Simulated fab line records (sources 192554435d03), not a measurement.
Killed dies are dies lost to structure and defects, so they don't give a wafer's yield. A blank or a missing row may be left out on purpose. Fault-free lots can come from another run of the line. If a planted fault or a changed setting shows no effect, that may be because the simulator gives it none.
fab line records	flow n5-finfet
[record] lots = 10	wafers = 30	last-day = 17
route steps=1938 shown GATE_CUT@514 MOL_CONTACT_COAG@537 BEOL_M4@1111 PASSIVATION@1936
lots that met no fault: taken from a fault-free run of the same line
start-h: hours from the record's first day to the start of the lot's first wafer shown	wait-h: how many hours have passed since the lot's step before this one	" unchanged from the row above	L1.1+2: one row covering several wafers at once	- no value, or no start given	* or withheld: withheld	< > ~ a bound
route shown NAME@n: a module of which the file shows steps, and the number in the route of the first	usual: mean/standard deviation taken from wafers without a fault	same: alike in all rows	chamber/n: place in a boat	sites: per-site readings	_std_site: the standard deviation of these	_edge_site: mean of outer sites minus mean of inner sites	radius-mm: for every site, how far away it sits from the centre of the wafer	mask NAME#n: copy n	behind: the most recent tool/chamber to have shaped the wafer	hold: why the lot went on hold/how many hours it stayed there/how the hold came to an end	device: the n, p or np transistor that did not switch	end of line: at the end of the route, the tests of the same wafers	for a step that has no rows: nothing shown but its recipe	killed: dies that structure and defects cost at the first sort, which is not the same as the wafer's yield	map: per-die view of a wafer (x killed, . not killed, _ where there is no die)
set.NAME: the setting that was run; set.NAME@STEP: the one run at that earlier step	model.NAME: the simulator's own value behind a step, which no gauge read
route steps across a sampled set of lots; one table per step, one row per wafer
services: the hour from which a tool's chamber was out of use, counted from the record's first day as start-h (under 0 if before that day), plus the number of hours and why
[[steps]]
[step N5_GATE_CUT_CMP_61]
[recipe] stop-on = SiNx	t-overpolish-s = 3	post-cmp-clean = alkaline-brush	down-force-psi = 4	platen-rpm = 27.09	pad-velocity-m-s = 0.539
[usual] edge-zone-pressure-frac = 1.000/0.0047	motor-current-A = 12.3/1.2	retaining-ring-pressure-frac = 1.000/0.0047
lot.wafer	tool	chamber	start-h	wait-h	edge-zone-pressure-frac	motor-current-A	retaining-ring-pressure-frac
L994.4	cmp-02	1	106.35	0.3	1.000	14.0	1.004
L994.1	"	2	"	"	1.005	11.6	1.008
L994.5	"	0	"	"	1.005	12.0	0.995
L995.4	cmp-01	3	111.05	0.4	1.005	10.5	1.003
L995.3	"	0	"	"	0.995	13.8	1.008
L995.5	"	0	"	"	1.001	14.0	1.001
L997.2	cmp-03	1	125.89	0.3	1.000	12.9	0.999
L997.6	"	3	"	"	0.998	11.3	0.995
L997.5	"	0	"	"	0.995	11.7	1.002
L999.4	cmp-02	3	135.83	0.3	0.995	11.5	1.000
L999.2	"	1	"	"	1.000	15.0	0.996
L999.5	"	2	"	"	0.990	12.1	1.003
L101.1	cmp-02	1	150.62	0.3	0.996	14.0	0.999
L101.5	"	0	"	"	0.999	11.8	1.004
L101.6	"	1	"	"	0.997	13.0	0.989
L103.3	cmp-01	0	161.93	0.3	0.991	13.3	0.990
L103.1	"	2	"	"	1.002	14.7	0.999
L103.5	"	0	"	"	1.002	13.6	0.994
L111.3	cmp-01	0	206.43	0.3	0.998	13.4	0.994
L111.2	"	1	"	"	1.002	10.2	1.002
L111.5	"	3	"	"	1.007	10.5	1.004
L112.1	cmp-03	1	212.93	0.3	0.995	13.5	0.997
L112.4	"	2	"	"	1.000	12.1	0.996
L112.6	"	0	"	"	0.991	11.5	1.013
L113.4	cmp-01	3	221.17	0.4	0.998	11.0	1.004
L113.2	"	2	"	"	1.008	14.8	0.995
L113.5	"	0	"	"	0.999	13.3	1.004
L114.3	cmp-02	0	225.55	0.3	1.005	11.6	1.000
L114.5	"	2	"	"	1.000	11.8	0.996
L114.6	"	3	"	"	1.006	12.0	1.001
[step N5_GATE_CUT_INSPECT_26]
[recipe] inspect-instrument = darkfield	mode = post-cmp
[usual] raw-defect-count = 41/20
lot.wafer	tool	chamber	start-h	wait-h	raw-defect-count
L994.1	defect-inspect-02	-	106.52	0.0	44
L994.4	"	-	"	"	47
L994.5	"	-	"	"	14
L995.3	defect-inspect-01	-	111.28	0.0	25
L995.4	"	-	"	"	31
L995.5	"	-	"	"	40
L997.2	defect-inspect-01	-	126.06	0.0	59
L997.5	"	-	"	"	59
L997.6	"	-	"	"	37
L999.2	defect-inspect-02	-	136.03	0.0	61
L999.4	"	-	"	"	20
L999.5	"	-	"	"	28
L101.1	defect-inspect-02	-	150.82	0.0	26
L101.5	"	-	"	"	13
L101.6	"	-	"	"	31
L103.1	defect-inspect-01	-	162.13	0.0	40
L103.3	"	-	"	"	44
L103.5	"	-	"	"	40
L111.2	defect-inspect-01	-	206.63	0.0	12
L111.3	"	-	"	"	28
L111.5	"	-	"	"	28
L112.1	defect-inspect-01	-	213.10	0.0	41
L112.4	"	-	"	"	14
L112.6	"	-	"	"	33
L113.2	defect-inspect-02	-	221.40	0.0	15
L113.4	"	-	"	"	34
L113.5	"	-	"	"	26
L114.3	defect-inspect-01	-	225.73	0.0	25
L114.5	"	-	"	"	40
L114.6	"	-	"	"	66
[step N5_MOL_CONTACT_COAG_ETCH_15]
[recipe] chemistry = CH3F/O2	target = SiNx	target-depth-a = 70	mask-material = SOC	stop-on = Si:P	over-etch-frac = 0.75	ion-energy-ev = 120	pressure-mtorr = 30	source-w = 395	bias-w = 73	Ar_flow_sccm = 150	CH3F_flow_sccm = 30	O2_flow_sccm = 20
[usual] CH3F_flow_sccm = 30.00/0.09	drypump-motor-current-A = 5.9/0.46	oes-product-au = 0.57/0.055	over-etch-frac = 0.75/0	rf-vpp-V = 296/4.7	showerhead-plenum-p-Torr = 2.02/0.053	throttle-valve-pct = 16.42/0.22
lot.wafer	tool	chamber	start-h	wait-h	CH3F_flow_sccm	drypump-motor-current-A	oes-product-au	over-etch-frac	rf-hours-counter-h	rf-vpp-V	showerhead-plenum-p-Torr	throttle-valve-pct
L994.1	rie-diel-02	3	107.41	0.0	29.96	5.2	0.53	0.75	171	297	2.01	16.26
L994.4	"	1	"	"	30.01	5.8	0.58	0.75	-	292	2.02	16.50
L994.5	"	2	"	"	29.95	6.6	0.56	0.75	-	294	2.11	16.77
L995.3	rie-diel-02	1	112.10	0.0	30.05	5.8	0.58	0.75	135	293	2.01	16.51
L995.4	"	3	"	"	30.08	5.2	0.53	0.75	172	296	2.01	16.25
L995.5	"	2	"	"	30.00	6.7	0.55	0.75	-	294	2.11	16.77
L997.2	rie-diel-01	1	126.93	0.0	29.98	6.2	0.64	0.75	53	303	2.03	16.40
L997.5	"	0	"	"	30.06	5.9	0.55	0.75	-	290	1.91	16.16
L997.6	"	1	"	"	29.82	6.1	0.63	0.75	-	303	2.03	16.38
L999.2	rie-diel-01	2	136.79	0.0	30.14	5.6	0.58	0.75	91	299	1.92	16.31
L999.4	"	0	"	"	29.89	5.9	0.55	0.75	154	291	1.91	16.17
L999.5	"	1	"	"	29.98	6.2	0.63	0.75	-	303	2.03	16.40
L101.1	rie-diel-01	0	151.46	0.0	30.06	5.9	0.49	1.2603	160	292	1.91	16.16
L101.5	"	3	"	"	29.88	6.6	0.46	1.2603	-	301	2.07	16.65
L101.6	"	0	"	"	30.04	5.9	0.49	1.2603	-	292	1.91	16.18
L103.1	rie-diel-01	3	163.11	0.0	29.98	6.7	0.46	1.2603	224	301	2.06	16.69
L103.3	"	2	"	"	30.13	5.6	0.52	1.2603	101	297	1.92	16.30
L103.5	"	3	"	"	29.98	6.7	0.46	1.2603	-	303	2.06	16.68
L111.2	rie-diel-04	2	207.29	0.0	30.00	6.0	0.58	0.75	111	296	2.01	16.10
L111.3	"	1	"	"	30.05	5.6	0.58	0.75	99	298	2.02	16.52
L111.5	"	1	"	"	30.00	5.6	0.58	0.75	-	296	2.02	16.52
L112.1	rie-diel-04	0	213.92	0.0	30.07	5.3	0.51	0.75	215	289	1.99	16.42
L112.4	"	1	"	"	29.98	5.6	0.58	0.75	102	294	2.02	16.53
L112.6	"	3	"	"	30.02	5.6	0.72	0.75	-	305	2.06	16.41
L113.2	rie-diel-04	1	222.95	0.0	29.92	5.6	0.58	0.75	106	296	2.02	16.54
L113.4	"	0	"	"	30.01	5.3	0.51	0.75	219	286	1.98	16.41
L113.5	"	2	"	"	29.81	6.0	0.57	0.75	-	296	2.01	16.10
L114.3	rie-diel-04	1	226.49	0.0	29.95	5.5	0.57	0.75	107	296	2.02	16.52
L114.5	"	0	"	"	29.90	5.3	0.51	0.75	-	289	1.98	16.43
L114.6	"	3	"	"	30.05	5.6	0.70	0.75	-	304	2.06	16.39
[step N5_MOL_CONTACT_COAG_SPUTTER_143]
[recipe] material = Co	target-thk-a = 25	temp-c = 25	chamber-pressure-pa = 0.2
[usual] throttle-valve-pct = 30.0/0.97
lot.wafer	tool	chamber	start-h	wait-h	throttle-valve-pct
L994.1	pvd-sputter-02	-	111.82	0.0	29.2
L994.4	"	-	"	"	30.3
L994.5	"	-	"	"	29.6
L995.3	pvd-sputter-03	-	113.69	0.0	31.0
L995.4	"	-	"	"	29.0
L995.5	"	-	"	"	31.2
L997.2	pvd-sputter-02	-	129.05	0.0	29.6
L997.5	"	-	"	"	29.1
L997.6	"	-	"	"	29.5
L999.2	pvd-sputter-02	-	138.37	0.0	29.1
L999.4	"	-	"	"	29.2
L999.5	"	-	"	"	29.2
L101.1	pvd-sputter-02	-	153.73	0.0	30.4
L101.5	"	-	"	"	29.2
L101.6	"	-	"	"	29.1
L103.1	pvd-sputter-01	-	165.70	0.0	31.5
L103.3	"	-	"	"	29.7
L103.5	"	-	"	"	29.9
L111.2	pvd-sputter-01	-	210.57	0.0	30.7
L111.3	"	-	"	"	29.6
L111.5	"	-	"	"	31.7
L112.1	pvd-sputter-03	-	215.85	0.0	29.2
L112.4	"	-	"	"	28.5
L112.6	"	-	"	"	28.4
L113.2	pvd-sputter-01	-	226.16	0.0	31.5
L113.4	"	-	"	"	29.2
L113.5	"	-	"	"	30.4
L114.3	pvd-sputter-01	-	229.02	0.0	29.8
L114.5	"	-	"	"	30.0
L114.6	"	-	"	"	29.7
[step N5_BEOL_M4_RC_MEAS_101]
[usual] DIBL_N = 36.1/1.6	DIBL_P = 35.8/2.1	IOFF_N = 0.16/0.031	IOFF_P = 0.21/0.034	ION_N = 673/12	ION_P = 461/7.2	SS_N = 71.4/0.59	SS_P = 73.3/0.63	VT_N = 250/3.1	VT_P = -250/3.3
lot.wafer	tool	chamber	start-h	wait-h	DIBL_N[mV/V]	DIBL_P[mV/V]	IOFF_N[nA/um]	IOFF_P[nA/um]	ION_N[uA/um]	ION_P[uA/um]	SS_N[mV/dec]	SS_P[mV/dec]	VT_N[mV]	VT_P[mV]
L994.1	prober-02	0	180.90	0.0	34.4	35.0	0.13	0.17	658	451	70.6	73.4	253	-252
L994.4	"	0	"	"	36.0	36.9	0.16	0.21	686	467	71.6	73.6	250	-251
L994.5	"	0	"	"	36.2	36.9	0.16	0.20	670	457	71.4	73.9	250	-253
L995.3	prober-02	0	201.06	0.3	36.3	36.9	0.17	0.21	683	459	71.6	73.3	250	-253
L995.4	"	0	"	"	36.1	37.0	0.17	0.21	677	457	71.6	73.4	249	-253
L995.5	"	0	"	"	38.2	39.6	0.23	0.27	687	465	72.3	74.0	243	-249
L997.2	prober-01	0	210.33	0.2	35.0	35.2	0.14	0.18	666	455	71.4	72.9	251	-255
L997.5	"	0	"	"	33.3	31.9	0.10	0.14	649	445	70.9	72.0	261	-256
L997.6	"	0	"	"	35.1	35.1	0.14	0.18	662	452	70.7	73.5	252	-255
L999.2	prober-01	0	228.16	0.2	38.0	38.3	0.17	0.26	679	480	72.0	73.9	250	-244
L999.4	"	0	"	"	37.3	35.4	0.14	0.21	660	458	71.1	73.1	249	-249
L999.5	"	0	"	"	36.9	35.4	0.14	0.21	664	462	71.9	72.7	253	-248
L101.1	prober-01	0	234.95	0.0	35.4	36.1	0.14	0.17	667	452	71.0	73.5	253	-256
L101.5	"	0	"	"	35.0	35.7	0.14	0.17	676	460	71.0	72.2	251	-255
L101.6	"	0	"	"	35.7	36.6	0.14	0.18	664	452	71.4	73.3	254	-255
L103.1	prober-01	0	250.77	0.0	36.6	36.1	0.16	0.22	666	463	71.8	73.7	249	-248
L103.3	"	0	"	"	36.2	34.7	0.15	0.19	665	457	71.3	72.7	253	-249
L103.5	"	0	"	"	33.7	32.1	0.12	0.16	658	448	70.5	72.8	252	-251
L111.2	prober-02	0	295.19	0.2	35.3	34.9	0.15	0.23	667	470	71.1	73.2	253	-247
L111.3	"	0	"	"	37.0	37.4	0.18	0.26	670	470	71.5	73.6	247	-247
L111.5	"	0	"	"	37.0	35.8	0.18	0.23	675	465	71.3	73.6	249	-247
L112.1	prober-01	0	300.74	0.0	36.8	35.8	0.18	0.22	676	465	71.4	73.6	247	-247
L112.4	"	0	"	"	38.2	38.7	0.21	0.29	685	469	72.2	74.5	244	-246
L112.6	"	0	"	"	37.3	36.1	0.17	0.23	675	462	71.9	73.7	249	-249
L113.2	prober-02	0	301.17	0.2	33.8	31.7	0.11	0.18	650	464	70.8	71.4	253	-249
L113.4	"	0	"	"	39.8	39.0	0.26	0.31	699	474	71.7	73.9	241	-241
L113.5	"	0	"	"	37.5	36.7	0.18	0.27	690	471	71.7	73.3	244	-244
L114.3	prober-02	0	310.34	0.3	34.9	36.0	0.16	0.20	682	463	71.6	73.4	248	-247
L114.5	"	0	"	"	35.4	36.3	0.17	0.21	674	461	71.3	74.2	248	-248
L114.6	"	0	"	"	36.7	38.3	0.21	0.24	688	463	72.0	73.9	242	-248
[step N5_PASSIVATION_PROBE_49]
[usual] defect-limited-yield = 91.0/1.5	killed_at_M0_to_M3 = 35/11	killed_at_M4_up = 13/6	killed-at-contacts = 14/6.5	killed-at-front-end = 40/12	killed-at-other = 4/3.4	killed-dies = 106/18	killed-open = 68/14	killed-short = 35/7.7	sort_bin_5_function = 5.2/0.98	sort_bin_6_memory = 3.4/0.72	sort-n-pass = 1074/18	sort-yield-pct = 91.0/1.5
[same] gross-dies = 1180	killed-at-back-side = 0	sort_bin_4_leakage[%] = 0	sort_bin_8_speed[%] = 0
lot.wafer	tool	chamber	start-h	wait-h	defect-limited-yield[%]	killed_at_M0_to_M3	killed_at_M4_up	killed-at-contacts	killed-at-front-end	killed-at-other	killed-dies	killed-open	killed-short	sort_bin_5_function[%]	sort_bin_6_memory[%]	sort-n-pass	sort-yield-pct[%]
L994.1	prober-02	-	286.79	0.0	89.7	49	9	19	37	7	121	75	46	5.8	3.8	1059	89.7
L994.4	prober-02	-	286.94	0.2	91.8	49	11	13	22	2	97	57	40	5.0	2.7	1083	91.8
L994.5	prober-02	-	286.99	0.2	87.5	85	13	13	36	0	147	81	66	6.7	5.2	1033	87.5
L995.3	prober-02	-	302.51	0.1	89.2	54	14	18	40	2	128	84	44	7.1	3.4	1052	89.2
L995.4	prober-02	-	302.56	0.2	91.4	45	7	19	26	4	101	47	49	4.7	3.3	1079	91.4
L995.5	prober-02	-	302.61	0.2	92.0	43	2	12	30	7	94	55	37	4.6	2.7	1086	92.0
L997.2	prober-01	-	306.76	0.1	89.6	50	7	18	45	3	123	84	39	6.4	3.8	1057	89.6
L997.5	prober-01	-	306.91	0.2	88.1	46	18	22	55	0	141	89	42	6.6	4.5	1039	88.1
L997.6	prober-01	-	306.96	0.3	90.6	37	6	15	53	0	111	72	37	5.7	3.5	1069	90.6
L999.2	prober-01	-	335.60	0.1	90.9	24	18	15	48	2	107	66	39	5.4	3.1	1073	90.9
L999.4	prober-01	-	335.70	0.2	93.6	24	9	7	28	8	76	51	23	3.5	2.6	1104	93.6
L999.5	prober-01	-	335.75	0.2	92.7	19	9	12	38	8	86	51	35	4.4	2.7	1094	92.7
L101.1	prober-02	-	337.74	0.0	93.6	19	6	12	35	4	76	48	28	3.7	2.5	1104	93.6
L101.5	prober-02	-	337.94	0.2	94.7	18	11	8	21	4	62	30	29	3.1	1.8	1118	94.7
L101.6	prober-02	-	337.99	0.3	91.1	33	12	8	34	18	105	57	43	4.9	3.5	1075	91.1
L103.1	prober-01	-	357.07	0.0	91.6	31	10	23	31	4	99	66	32	5.1	3.3	1081	91.6
L103.3	prober-01	-	357.17	0.1	92.5	22	16	9	40	1	88	60	24	4.7	2.5	1092	92.5
L103.5	prober-01	-	357.27	0.2	92.5	20	15	20	28	6	89	58	29	3.7	3.6	1091	92.5
L111.2	prober-02	-	396.23	0.1	89.8	32	18	18	50	2	120	81	36	5.6	4.2	1060	89.8
L111.3	prober-02	-	396.28	0.1	88.9	32	11	16	65	7	131	87	37	6.5	4.0	1049	88.9
L111.5	prober-02	-	396.38	0.2	92.3	24	5	18	38	6	91	54	33	4.7	2.7	1089	92.3
L112.1	prober-02	-	401.58	0.0	90.8	37	19	13	36	3	108	79	28	6.3	2.7	1072	90.8
L112.4	prober-02	-	401.73	0.2	93.1	21	21	16	24	0	82	59	19	3.7	3.0	1098	93.1
L112.6	prober-02	-	401.83	0.3	90.9	30	13	14	46	4	107	63	40	4.9	4.0	1073	90.9
L114.3	prober-01	-	407.87	0.4	89.7	51	7	29	29	5	121	89	31	5.8	4.0	1059	89.7
L114.5	prober-01	-	407.97	0.5	89.1	48	6	26	47	2	129	85	42	6.4	4.3	1051	89.1
L114.6	prober-01	-	408.02	0.6	90.4	33	6	28	44	2	113	66	41	5.3	3.7	1067	90.4
L113.2	prober-01	-	410.07	0.1	90.0	29	16	14	54	5	118	78	39	6.1	3.6	1062	90.0
L113.4	prober-01	-	410.17	0.2	90.9	29	12	19	41	6	107	84	22	5.3	3.4	1073	90.9
L113.5	prober-01	-	410.22	0.2	89.4	36	18	20	47	4	125	83	42	6.4	3.8	1055	89.4
// killed by level:class
L994.1 BEOL_M0_SAQP:geometric-particle:short=21 MOL_CONTACT_COAG:geometric-particle:open=15 BEOL_M0_SAQP:geometric-particle:open=13 STI_FIN_REVEAL:geometric-particle:open=7 BEOL_M0:geometric-particle:open=7 GATE_CUT:geometric-particle:open=6 FIN_SAQP:geometric-particle:short=5 STARTING-WAFER:geometric-particle:short=5
L994.4 BEOL_M0_SAQP:geometric-particle:open=15 BEOL_M0_SAQP:geometric-particle:short=13 MOL_CONTACT_COAG:geometric-particle:open=10 BEOL_M2:geometric-particle:open=7 FIN_SAQP:geometric-particle:short=5 GATE_CUT:geometric-particle:short=5 MOL_CONTACT_COAG:geometric-particle:short=3 BEOL_M0:geometric-particle:open=3
L994.5 BEOL_M0_SAQP:geometric-particle:open=33 BEOL_M0_SAQP:geometric-particle:short=31 MOL_CONTACT_COAG:geometric-particle:open=10 GATE_CUT:geometric-particle:short=8 DUMMY_GATE:geometric-particle:open=6 FIN_SAQP:geometric-particle:short=5 BEOL_M0:geometric-particle:short=5 BEOL_M2:geometric-particle:open=5
L995.3 BEOL_M0_SAQP:geometric-particle:open=23 MOL_CONTACT_COAG:geometric-particle:open=15 BEOL_M0_SAQP:geometric-particle:short=14 FIN_SAQP:geometric-particle:open=12 FIN_SAQP:geometric-particle:short=9 BEOL_M3:geometric-particle:open=7 STARTING-WAFER:geometric-particle:short=5 BEOL_M4:geometric-particle:open=5
L995.4 BEOL_M0_SAQP:geometric-particle:short=21 BEOL_M0_SAQP:geometric-particle:open=13 MOL_CONTACT_COAG:geometric-particle:open=11 MOL_CONTACT_COAG:geometric-particle:short=8 FIN_SAQP:geometric-particle:short=4 FIN_SAQP:geometric-particle:open=4 HKMG_FIN:area-etch=4 STI_FIN_REVEAL:geometric-particle:open=3
L995.5 BEOL_M0_SAQP:geometric-particle:short=20 BEOL_M0_SAQP:geometric-particle:open=13 FIN_SAQP:geometric-particle:open=11 MOL_CONTACT_COAG:geometric-particle:open=8 DUMMY_GATE:geometric-particle:open=5 MOL_CONTACT_COAG:geometric-particle:short=4 BEOL_M3:geometric-particle:open=4 FIN_SAQP:geometric-particle:short=3
L997.2 MOL_CONTACT_COAG:geometric-particle:open=15 STI_FIN_REVEAL:geometric-particle:open=13 FIN_SAQP:geometric-particle:short=12 BEOL_M0_SAQP:geometric-particle:open=12 FIN_SAQP:geometric-particle:open=10 BEOL_M3:geometric-particle:open=9 BEOL_M2:geometric-particle:open=8 BEOL_M1:geometric-particle:open=6
L997.5 MOL_CONTACT_COAG:geometric-particle:open=15 BEOL_M2:geometric-particle:open=14 STI_FIN_REVEAL:geometric-particle:open=11 FIN_SAQP:geometric-particle:short=10 FIN_SAQP:geometric-particle:open=9 BEOL_M1:geometric-particle:open=9 BEOL_M4:geometric-particle:open=8 MOL_CONTACT_COAG:geometric-particle:short=6
L997.6 FIN_SAQP:geometric-particle:open=13 STI_FIN_REVEAL:geometric-particle:open=12 MOL_CONTACT_COAG:geometric-particle:open=11 BEOL_M0_SAQP:geometric-particle:short=10 BEOL_M3:geometric-particle:open=8 FIN_SAQP:geometric-particle:short=6 BEOL_M1:geometric-particle:open=6 MOL_CONTACT_COAG:geometric-particle:short=4
L999.2 MOL_CONTACT_COAG:geometric-particle:open=13 STI_FIN_REVEAL:geometric-particle:open=10 BEOL_M0_SAQP:geometric-particle:open=8 STI_FIN_REVEAL:geometric-particle:short=8 FIN_SAQP:geometric-particle:open=7 BEOL_M3:geometric-particle:open=7 BEOL_M4:geometric-particle:short=6 FIN_SAQP:geometric-particle:short=5
L999.4 FIN_SAQP:geometric-particle:open=7 BEOL_M3:geometric-particle:open=7 MOL_CONTACT_COAG:geometric-particle:open=6 BEOL_M1:geometric-particle:open=5 BEOL_M5:geometric-particle:open=5 FIN_SAQP:geometric-particle:short=4 GATE_CUT:geometric-particle:open=3 GATE_CUT:geometric-particle:short=3
L999.5 MOL_CONTACT_COAG:geometric-particle:open=11 FIN_SAQP:geometric-particle:open=10 BEOL_M0_SAQP:geometric-particle:short=8 BEOL_M4:geometric-particle:open=6 FIN_SAQP:geometric-particle:short=5 BEOL_M0_SAQP:geometric-particle:open=5 GATE_CUT:geometric-particle:short=4 GATE_CUT:geometric-particle:open=4
L101.1 STI_FIN_REVEAL:geometric-particle:open=9 DUMMY_GATE:geometric-particle:open=8 MOL_CONTACT_COAG:geometric-particle:open=8 BEOL_M0_SAQP:geometric-particle:short=6 FIN_SAQP:geometric-particle:open=4 FIN_SAQP:geometric-particle:short=4 BEOL_M2:geometric-particle:open=4 MOL_CONTACT_COAG:geometric-particle:short=4
L101.5 MOL_CONTACT_COAG:geometric-particle:open=6 BEOL_M4:geometric-particle:short=5 FIN_SAQP:geometric-particle:short=4 DUMMY_GATE:geometric-particle:open=4 BEOL_M2:geometric-particle:open=4 STARTING-WAFER:geometric-particle:short=4 BEOL_M0_SAQP:geometric-particle:open=3 BEOL_M0_SAQP:geometric-particle:short=3
L101.6 FIN_SAQP:geometric-particle:short=9 MIM_TOP_ETCH:geometric-particle:short=9 BEOL_M1:geometric-particle:open=9 MOL_CONTACT_COAG:geometric-particle:open=7 FIN_SAQP:geometric-particle:open=6 BEOL_M0_SAQP:geometric-particle:short=6 MIM_TOP_ETCH:geometric-particle:open=6 BEOL_M0_SAQP:geometric-particle:open=5
L103.1 MOL_CONTACT_COAG:geometric-particle:open=21 BEOL_M1:geometric-particle:open=8 FIN_SAQP:geometric-particle:open=7 GATE_CUT:geometric-particle:short=6 BEOL_M4:geometric-particle:open=5 FIN_SAQP:geometric-particle:short=4 DUMMY_GATE:geometric-particle:open=4 GATE_CUT:geometric-particle:open=4
L103.3 BEOL_M4:geometric-particle:open=12 FIN_SAQP:geometric-particle:short=11 MOL_CONTACT_COAG:geometric-particle:open=8 BEOL_M0_SAQP:geometric-particle:open=8 GATE_CUT:geometric-particle:open=7 FIN_SAQP:geometric-particle:open=6 BEOL_M2:geometric-particle:open=5 DUMMY_GATE:geometric-particle:open=3
L103.5 MOL_CONTACT_COAG:geometric-particle:open=16 BEOL_M0:geometric-particle:open=7 FIN_SAQP:geometric-particle:short=6 DUMMY_GATE:geometric-particle:open=4 GATE_CUT:geometric-particle:open=4 BEOL_M3:geometric-particle:open=4 BEOL_M4:geometric-particle:open=4 FIN_SAQP:geometric-particle:open=3
L111.2 FIN_SAQP:geometric-particle:open=14 MOL_CONTACT_COAG:geometric-particle:open=13 FIN_SAQP:geometric-particle:short=9 STI_FIN_REVEAL:geometric-particle:open=9 BEOL_M0_SAQP:geometric-particle:open=8 BEOL_M1:geometric-particle:open=7 DUMMY_GATE:geometric-particle:open=6 MOL_CONTACT_COAG:geometric-particle:short=5
L111.3 FIN_SAQP:geometric-particle:open=17 BEOL_M1:geometric-particle:open=12 DUMMY_GATE:geometric-particle:open=11 FIN_SAQP:geometric-particle:short=10 MOL_CONTACT_COAG:geometric-particle:open=10 BEOL_M3:geometric-particle:open=9 MOL_CONTACT_COAG:geometric-particle:short=6 BEOL_M4:geometric-particle:open=6
L111.5 MOL_CONTACT_COAG:geometric-particle:open=15 FIN_SAQP:geometric-particle:short=9 DUMMY_GATE:geometric-particle:open=6 FIN_SAQP:geometric-particle:open=5 BEOL_M0_SAQP:geometric-particle:open=5 BEOL_M2:geometric-particle:open=5 BEOL_M1:geometric-particle:open=4 MOL_CONTACT_COAG:geometric-particle:short=3
L112.1 STI_FIN_REVEAL:geometric-particle:open=21 MOL_CONTACT_COAG:geometric-particle:open=10 BEOL_M0_SAQP:geometric-particle:short=10 BEOL_M0_SAQP:geometric-particle:open=9 BEOL_M4:geometric-particle:open=9 GATE_CUT:geometric-particle:short=5 BEOL_M2:geometric-particle:open=5 BEOL_M3:geometric-particle:open=5
L112.4 MOL_CONTACT_COAG:geometric-particle:open=12 STI_FIN_REVEAL:geometric-particle:open=8 BEOL_M1:geometric-particle:open=6 BEOL_M3:geometric-particle:open=6 BEOL_M4:geometric-particle:open=6 STARTING-WAFER:geometric-particle:short=4 MOL_CONTACT_COAG:geometric-particle:short=3 BEOL_M5:geometric-particle:open=3
L112.6 GATE_CUT:geometric-particle:short=11 MOL_CONTACT_COAG:geometric-particle:open=10 STI_FIN_REVEAL:geometric-particle:open=9 BEOL_M0_SAQP:geometric-particle:open=7 DUMMY_GATE:geometric-particle:open=5 BEOL_M1:geometric-particle:open=5 BEOL_M3:geometric-particle:open=5 STARTING-WAFER:geometric-particle:open=5
L114.3 MOL_CONTACT_COAG:geometric-particle:open=22 BEOL_M2:geometric-particle:open=17 BEOL_M1:geometric-particle:open=12 BEOL_M0_SAQP:geometric-particle:open=9 MOL_CONTACT_COAG:geometric-particle:short=7 FIN_SAQP:geometric-particle:short=6 FIN_SAQP:geometric-particle:open=5 DUMMY_GATE:geometric-particle:open=5
L114.5 MOL_CONTACT_COAG:geometric-particle:open=21 BEOL_M0_SAQP:geometric-particle:open=12 BEOL_M1:geometric-particle:open=11 FIN_SAQP:geometric-particle:open=10 FIN_SAQP:geometric-particle:short=9 BEOL_M3:geometric-particle:open=9 STI_FIN_REVEAL:geometric-particle:open=7 GATE_CUT:geometric-particle:short=6
L114.6 MOL_CONTACT_COAG:geometric-particle:open=20 BEOL_M0_SAQP:geometric-particle:open=10 BEOL_M0_SAQP:geometric-particle:short=10 FIN_SAQP:geometric-particle:open=9 GATE_CUT:geometric-particle:short=8 FIN_SAQP:geometric-particle:short=6 MOL_CONTACT_COAG:geometric-particle:short=6 STI_FIN_REVEAL:geometric-particle:open=5
L113.2 MOL_CONTACT_COAG:geometric-particle:open=11 DUMMY_GATE:geometric-particle:open=10 FIN_SAQP:geometric-particle:open=9 BEOL_M2:geometric-particle:open=9 BEOL_M0_SAQP:geometric-particle:open=7 FIN_SAQP:geometric-particle:short=6 STI_FIN_REVEAL:geometric-particle:open=6 BEOL_M0_SAQP:geometric-particle:short=6
L113.4 STI_FIN_REVEAL:geometric-particle:open=18 MOL_CONTACT_COAG:geometric-particle:open=17 BEOL_M0_SAQP:geometric-particle:open=8 FIN_SAQP:geometric-particle:open=7 BEOL_M0_SAQP:geometric-particle:short=7 BEOL_M2:geometric-particle:open=7 DUMMY_GATE:geometric-particle:open=6 BEOL_M1:geometric-particle:open=3
L113.5 MOL_CONTACT_COAG:geometric-particle:open=16 BEOL_M0_SAQP:geometric-particle:open=12 FIN_SAQP:geometric-particle:open=11 BEOL_M0_SAQP:geometric-particle:short=9 STI_FIN_REVEAL:geometric-particle:open=7 BEOL_M2:geometric-particle:open=7 FIN_SAQP:geometric-particle:short=6 BEOL_M4:geometric-particle:open=5
[[services]]
tool	chamber	start-h	hours	kind
cmp-03	-	84.15	0.6	repair
cmp-01	-	86.37	2.5	repair
rie-diel-02	0	91.12	-	clean
rie-diel-02	0	91.12	-	consumable-replace:focus-ring
rie-diel-01	1	98.46	4.6	repair
pvd-sputter-03	-	108.54	2.4	repair
cmp-02	-	131.67	0.6	repair
cmp-03	-	147.38	4.0	pm
rie-diel-04	3	149.90	3.7	repair
rie-diel-02	2	165.11	1.6	repair
rie-diel-02	1	169.68	5.5	repair
rie-diel-04	3	174.05	-	clean
rie-diel-04	3	174.05	-	consumable-replace:focus-ring
rie-diel-04	3	174.05	32.0	scheduled-down
rie-diel-04	3	174.05	32.0	vent-cycle
rie-diel-02	-	176.27	14.6	pm
cmp-03	-	181.03	5.0	pm
cmp-01	-	182.90	1.0	repair
cmp-01	-	190.13	0.5	repair
rie-diel-04	0	192.97	14.7	repair
pvd-sputter-02	-	205.02	2.0	repair
cmp-01	-	215.26	4.0	pm
cmp-01	-	219.26	-	consumable-replace:conditioner
cmp-01	-	219.26	-	consumable-replace:pad
[[key]]
[first-sign] step = N5_MOL_CONTACT_COAG_ETCH_15	reading = over-etch-frac	direction = up	sigmas = 99+	usual = 0.75	struck = 1.2603
[effect] step = N5_MOL_CONTACT_COAG_ETCH_15	reading = oes-product-au	direction = down	sigmas = 1.7	usual = 0.57	struck = 0.48
met-at N5_MOL_CONTACT_COAG_ETCH_15
struck-lots L101,L103
not-acting-at N5_GATE_CUT_CMP_61,N5_GATE_CUT_INSPECT_26,N5_MOL_CONTACT_COAG_SPUTTER_143
onset-between 136.79 151.46
[fault] kind = process-parameter-drift	tool = rie-diel-01	chamber = -	onset-h = 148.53	steps = N5_MOL_CONTACT_COAG_ETCH_15	channel = over-etch-frac	offset = 0.51027	shape = step	end-h = 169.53	acts-in = these-recipes-only	stated = 0.75
